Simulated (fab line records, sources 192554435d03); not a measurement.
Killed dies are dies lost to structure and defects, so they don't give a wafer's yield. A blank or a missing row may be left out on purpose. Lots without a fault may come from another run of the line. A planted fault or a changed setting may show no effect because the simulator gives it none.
Chamber matching | flow n5_finfet | N5_BEOL_M9_STRIP_36 on rie_diel-03: 4 sister chambers
The step strips in N2/H2. 8 wafers are shown with their chamber, then 12 later ones without.

WAFERS WITH THEIR CHAMBER
wafer  | chamber | showerhead_plenum_p_Torr (Torr) | drypump_motor_current_A (A)
L084.3 | 0       | 2.53                            | 5.5
L087.2 | 2       | 2.41                            | 6.2
L087.3 | 0       | 2.52                            | 5.5
L087.5 | 2       | 2.41                            | 6.1
L087.6 | 1       | 2.44                            | 5.4
L088.1 | 1       | 2.44                            | 5.4
L088.2 | 3       | 2.65                            | 5.1
L088.5 | 3       | 2.65                            | 5.1

WAFERS WITHOUT THEIR CHAMBER
wafer  | showerhead_plenum_p_Torr (Torr) | drypump_motor_current_A (A)
L091.3 | 2.65                            | 5.1
L091.5 | 2.44                            | 5.4
L091.6 | 2.52                            | 5.5
L094.1 | 2.52                            | 5.5
L094.5 | 2.65                            | 5.1
L094.6 | 2.41                            | 6.1
L096.1 | 2.44                            | 5.4
L096.2 | 2.51                            | 5.5
L096.3 | 2.64                            | 5.1
L096.4 | 2.41                            | 6.1
L096.5 | 2.64                            | 5.1
L096.6 | 2.41                            | 6.2

WHICH CHAMBER EACH WENT THROUGH
wafer  | from the rows above | in truth
L091.3 | 3                   | 3
L091.5 | 1                   | 1
L091.6 | 0                   | 0
L094.1 | 0                   | 0
L094.5 | 3                   | 3
L094.6 | 2                   | 2
L096.1 | 1                   | 1
L096.2 | 0                   | 0
L096.3 | 3                   | 3
L096.4 | 2                   | 2
L096.5 | 3                   | 3
L096.6 | 2                   | 2
Placed correctly: 12 of 12. Can't be placed from these rows: 0. Placed wrongly: 0.
How it was worked out, from the rows above alone: a wafer's distance from a chamber is the root of the sum, over the readings, of the square of ((its reading less the chamber's mean) divided by the reading's scatter). The wafer belongs to the nearest chamber; if the next one is less than 2 further off, it can't be placed. A chamber's mean is the mean of its shown wafers. The scatter: the root of (the sum of the squares of (reading less its chamber's mean) over the shown wafers, divided by (wafers less chambers)).
